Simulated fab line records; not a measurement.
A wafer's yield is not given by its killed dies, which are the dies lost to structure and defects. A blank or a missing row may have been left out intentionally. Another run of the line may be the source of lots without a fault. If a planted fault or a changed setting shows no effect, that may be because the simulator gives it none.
fab line records	flow n5-finfet
[record] lots = 7	wafers = 39
route steps=1938 shown WELL_APT@33 DUMMY_GATE@214 SD_EPI_N@293 SD_ACTIVATION@331 HKMG_FIN@414 BEOL_M4@1111
start-h: the number of hours between the record's first day and the start of the first shown wafer of the lot	wait-h: hours elapsed since this lot's preceding step	" repeats the value in the row above	L1.1+2: a single row standing in for several wafers	- no value, or no start was given	* or withheld: withheld	< > ~ a bound
route shown NAME@n: a module of which the file shows steps, and the number in the route of the first	usual: average and standard deviation across the fault-free wafers	same: alike in all rows	chamber/n: place in a boat	sites: the reading at each site	_std_site: standard deviation across them	_edge_site: mean of outer sites minus mean of inner sites	radius-mm: how far each site lies from the wafer's centre	mask NAME#n: copy n	behind: the tool/chamber that last shaped the wafer	hold: reason for holding the lot/hours on hold/outcome of the hold	device: the n, p or np transistor that did not switch	end of line: the route-end tests of the same wafers	where a step has no rows: the recipe by itself	killed: dies lost to structure and defects at the first sort, not the wafer's yield	map: a wafer's dies, marking killed ones x, the rest . and places with no die _
set.NAME: the setting the step ran with; set.NAME@STEP: the setting that earlier step ran with	model.NAME: the simulator's own value behind a step, which no gauge read
one table per step and one row per wafer, for lots whose settings were changed on purpose
[[steps]]
[step N5_WELL_APT_IMPLANT_15]
[recipe] species = As	energy-kev = 25	dose-cm2 = 1.5e+13	tilt-deg = 0	rotation-deg = 0
[step N5_WELL_APT_EXPOSE_22]
[recipe] mask-id = PWELL	na = 0.8	source-shape = conventional	sigma-outer = 0.8	polarization = unpolarized	defocus-nm = 0	target-cd-nm = 200	dose-mj = 23.2
[step N5_DUMMY_GATE_ALD_02]
[recipe] material = SiO2	target-thk-a = 20	temp-c = 300	ald-precursor-family = BDEAS	ald-co-reactant = O2-plasma	pulse-time-s = 1	pressure-torr = 2
[step N5_DUMMY_GATE_EXPOSE_12]
[recipe] mask-id = GATE	na = 0.33	source-shape = annular	sigma-inner = 0.2	sigma-outer = 0.6	polarization = unpolarized	target-cd-nm = 25	dose-mj = 34
[step N5_DUMMY_GATE_ETCH_31]
[recipe] chemistry = C4F6/O2	target = SiO2	mask-material = SOC	target-depth-a = 825	time-s = 27.5	ion-energy-ev = 250	pressure-mtorr = 30	source-w = 345	bias-w = 185	Ar_flow_sccm = 300	C4F6_flow_sccm = 10	O2_flow_sccm = 10
[step N5_SD_EPI_N_LINER_46]
[recipe] material = SiNx	target-thk-a = 30	temp-c = 400	ald-precursor-family = SiH2I2	ald-co-reactant = N2/H2-plasma	pressure-torr = 2
[step N5_SD_ACTIVATION_LSA_01]
[recipe] temp-c = 1080	time-s = 0.0008	ambient = N2
[step N5_HKMG_FIN_RTA_80]
[recipe] temp-c = withheld	time-s = 2	ambient = N2	idle-temp-c = 600	ramp-up-c-per-s = 150	ramp-down-c-per-s = 60	cool-to-c = 600
[step N5_BEOL_M4_RC_MEAS_101]
[usual] DIBL_N = 36.2/1.2	DIBL_P = 36.3/1.3	IOFF_P = 0.210/0.029	IOFF_P_85C = 3.6/0.42	IOFF_P_LONG = 0.000105/8.9e-06	ION_P = 465/6.8	RC_DENSE_N = 19.0/0.34	RC_N = 15.50/0.26	RS_SD_N = 28.4/0.37	VT_P = -250/3.2
lot.wafer	tool	chamber	start-h	wait-h	set.energy-kev@WELL_APT_IMPLANT_15	set.dose-mj@WELL_APT_EXPOSE_22	set.temp-c@DUMMY_GATE_ALD_02	set.dose-mj@DUMMY_GATE_EXPOSE_12	set.target-depth-a@DUMMY_GATE_ETCH_31	set.target-thk-a@SD_EPI_N_LINER_46	set.time-s@SD_ACTIVATION_LSA_01	set.time-s@HKMG_FIN_RTA_80	DIBL_N[mV/V]	DIBL_P[mV/V]	IOFF_P[nA/um]	IOFF_P_85C[nA/um]	IOFF_P_LONG[nA/um]	ION_P[uA/um]	RC_DENSE_N[ohm.um]	RC_N[ohm.um]	RS_SD_N[ohm/sq]	VT_P[mV]
L076.1	prober-02	0	164.41	0.0	25	23.2	300	36.52	825	30	0.0008	2	41.0	43.0	0.353	5.5	0.00012	485	19.2	15.57	28.5	-243
L076.2	"	0	"	"	25	22.39	311.7	36.52	825	27.91	0.0008	2	39.9	42.2	0.362	5.7	0.000123	483	18.9	15.42	28.7	-241
L076.3	"	0	"	"	25	22.39	300	34	729.4	27.91	0.0008	2	35.4	37.2	0.251	4.2	0.000122	482	19.0	15.49	28.6	-245
L076.4	"	0	"	"	25	23.2	311.7	36.52	729.4	27.91	0.0008	2.269	40.1	42.0	0.320	5.1	0.00011	477	19.2	15.70	28.3	-244
L076.5	"	0	"	"	25	23.2	311.7	34	729.4	30	0.0008	2.269	35.8	36.2	0.205	3.5	0.000111	467	19.2	15.57	28.3	-251
L076.6	"	0	"	"	25	22.39	300	34	825	30	0.0008	2.269	34.9	34.9	0.185	3.2	0.000114	465	18.9	15.45	28.6	-251
L075.1	prober-01	0	176.24	0.0	25	23.94	300	34	753.9	28.48	0.0008	2	36.0	38.4	0.224	3.9	0.000104	467	18.9	15.49	28.5	-249
L075.2	"	0	"	"	25	23.2	304	34	825	28.48	0.0008	2	35.2	37.6	0.216	3.7	0.000107	467	18.9	15.51	28.6	-253
L075.3	"	0	"	"	27.32	23.94	300	34	825	30	0.001051	1.526	37.4	38.7	0.269	4.5	0.000117	473	17.7	14.52	27.0	-246
L075.4	"	0	"	"	27.32	23.2	304	34	753.9	28.48	0.001051	1.526	34.8	36.9	0.269	4.5	0.000124	486	18.0	14.77	27.4	-242
L075.5	"	0	"	"	27.32	23.2	300	34	825	30	0.001051	2	36.8	38.1	0.230	3.9	0.000104	467	18.6	14.98	27.5	-247
L075.6	"	0	"	"	25	23.94	304	34	753.9	30	0.0008	1.526	33.7	34.6	0.199	3.5	0.000121	469	18.1	14.72	27.5	-248
L085.1	prober-01	0	253.57	0.0	22.51	23.2	287.3	34	825	30	0.0008	2	35.6	35.8	0.221	3.8	0.000112	467	19.0	15.49	28.8	-249
L085.2	"	0	"	"	25	23.2	300	35.01	825	30	0.0005957	1.587	38.9	39.5	0.366	5.9	0.000131	480	19.7	16.08	29.9	-241
L085.3	"	0	"	"	22.51	23.2	287.3	34	825	25.84	0.0005957	1.587	35.4	36.9	0.325	5.2	0.000132	488	19.3	15.64	29.7	-241
L085.4	"	0	"	"	22.51	23.2	300	35.01	780.5	25.84	0.0008	2	38.5	40.7	0.343	5.6	0.000112	484	18.6	15.19	29.1	-243
L085.5	"	0	"	"	25	23.2	300	34	780.5	30	0.0008	1.587	36.8	36.9	0.305	5.0	0.000129	478	18.6	15.23	28.8	-243
L085.6	"	0	"	"	25	23.2	287.3	35.01	780.5	25.84	0.0005957	2	36.1	37.9	0.281	4.7	0.000113	474	20.8	16.62	29.7	-246
L087.2	prober-01	0	268.20	0.2	25	23.2	300	34	825	30	0.0008	2	37.0	35.5	0.207	3.7	0.00011	463	18.8	15.51	28.1	-250
L087.3	"	0	"	"	25	23.2	300	34	825	30	0.0008	2	37.6	36.6	0.227	4.0	0.000114	476	18.8	15.13	28.3	-247
L087.6	"	0	"	"	25	23.2	300	34	825	30	0.0008	2	36.6	35.2	0.206	3.7	0.000115	472	19.1	15.56	29.1	-248
L088.1	prober-02	0	273.84	0.0	25	23.2	300	34	825	30	0.0008	1.827	34.9	36.6	0.237	4.0	0.000111	473	18.8	15.46	28.1	-245
L088.2	"	0	"	"	25	23.2	300	32.22	794.9	30	0.0008	2	32.2	33.4	0.187	3.3	0.000108	460	19.3	15.56	28.1	-249
L088.3	"	0	"	"	25	22.31	300	32.22	825	30	0.0008	1.827	31.5	32.5	0.179	3.2	0.000113	467	19.0	15.50	28.0	-249
L088.4	"	0	"	"	25	22.31	300	32.22	794.9	30	0.001004	1.827	33.7	35.0	0.230	4.0	0.000119	469	18.4	15.12	27.1	-245
L088.5	"	0	"	"	25	22.31	300	34	825	30	0.001004	2	35.7	37.5	0.257	4.3	0.000114	475	18.7	15.12	27.2	-244
L088.6	"	0	"	"	25	23.2	300	34	794.9	30	0.001004	2	35.7	37.0	0.214	3.8	0.000104	469	18.9	15.39	27.0	-249
L092.1	prober-02	0	282.57	0.0	25	23.96	300	36.25	825	30	0.0009334	2	40.6	42.2	0.348	5.6	0.000128	478	18.8	15.46	28.2	-241
L092.2	"	0	"	"	26.51	23.2	300	36.25	825	30	0.0008	2	40.2	42.0	0.345	5.6	0.000128	477	18.9	15.48	28.6	-240
L092.3	"	0	"	"	26.51	23.96	293	34	825	30	0.0009334	2	37.7	38.4	0.228	3.9	0.000109	463	18.3	14.99	28.0	-250
L092.4	"	0	"	"	25	23.96	293	36.25	734.7	30	0.0008	2	39.1	40.1	0.262	4.4	0.000113	466	19.1	15.38	28.1	-248
L092.5	"	0	"	"	25	23.2	293	34	734.7	30	0.0008	2	35.6	36.4	0.228	3.9	0.000132	471	18.9	15.47	28.2	-246
L092.6	"	0	"	"	26.51	23.2	300	34	734.7	30	0.0009334	2	35.9	37.2	0.217	3.8	0.00011	463	18.5	15.28	28.1	-248
L097.1	prober-02	0	322.78	0.0	25	23.2	310	34	825	27.6	0.0008	1.833	35.3	34.4	0.193	3.4	0.000102	461	18.9	15.40	27.7	-250
L097.2	"	0	"	"	25	23.2	310	34	889.6	30	0.0006837	2	35.8	34.0	0.172	3.1	9.8e-05	457	19.4	15.86	28.8	-254
L097.3	"	0	"	"	25	21.66	300	31.67	825	30	0.0008	2	32.7	30.4	0.120	2.3	8.5e-05	448	19.2	15.57	28.3	-258
L097.4	"	0	"	"	25	21.66	300	34	889.6	27.6	0.0006837	2	36.1	34.8	0.182	3.2	9.1e-05	461	19.8	16.19	28.5	-253
L097.5	"	0	"	"	25	21.66	310	31.67	825	30	0.0006837	1.833	30.2	27.3	0.116	2.2	0.0001	449	19.3	15.85	28.1	-257
L097.6	"	0	"	"	25	23.2	300	31.67	889.6	27.6	0.0008	1.833	33.2	32.0	0.156	2.8	9.6e-05	457	19.4	15.57	27.7	-254
[[key]]
[split] step = N5_WELL_APT_IMPLANT_15	setting = energy-kev	stated-as = 25
response none clear
[split] step = N5_WELL_APT_EXPOSE_22	setting = dose-mj	stated-as = 23.2
response none clear
[split] step = N5_DUMMY_GATE_ALD_02	setting = temp-c	stated-as = 300
response none clear
[split] step = N5_DUMMY_GATE_EXPOSE_12	setting = dose-mj	stated-as = 34
[response] step = N5_BEOL_M4_RC_MEAS_101	reading = DIBL_N	slope = +0.541	per = 1%	together-with = all	explained = 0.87
[response] step = N5_BEOL_M4_RC_MEAS_101	reading = DIBL_P	slope = +0.634	per = 1%	together-with = all	explained = 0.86
[response] step = N5_BEOL_M4_RC_MEAS_101	reading = IOFF_P_85C	slope = +0.151	per = 1%	together-with = all	explained = 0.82
[response] step = N5_BEOL_M4_RC_MEAS_101	reading = IOFF_P	slope = +0.0107	per = 1%	together-with = all	explained = 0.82
[split] step = N5_DUMMY_GATE_ETCH_31	setting = target-depth-a	stated-as = 825
response none clear
[split] step = N5_SD_EPI_N_LINER_46	setting = target-thk-a	stated-as = 30
response none clear
[split] step = N5_SD_ACTIVATION_LSA_01	setting = time-s	stated-as = 0.0008
[response] step = N5_BEOL_M4_RC_MEAS_101	reading = RS_SD_N	slope = -0.033	per = 1%	together-with = all	explained = 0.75
[response] step = N5_BEOL_M4_RC_MEAS_101	reading = RC_DENSE_N	slope = -0.0279	per = 1%	together-with = all	explained = 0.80
[response] step = N5_BEOL_M4_RC_MEAS_101	reading = RC_N	slope = -0.0213	per = 1%	together-with = all	explained = 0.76
[split] step = N5_HKMG_FIN_RTA_80	setting = time-s	stated-as = 2
[response] step = N5_BEOL_M4_RC_MEAS_101	reading = IOFF_P_LONG	slope = -7.93e-07	per = 1%	together-with = all	explained = 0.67
[response] step = N5_BEOL_M4_RC_MEAS_101	reading = ION_P	slope = -0.501	per = 1%	together-with = all	explained = 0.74
[response] step = N5_BEOL_M4_RC_MEAS_101	reading = VT_P	slope = -0.234	per = 1%	together-with = all	explained = 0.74
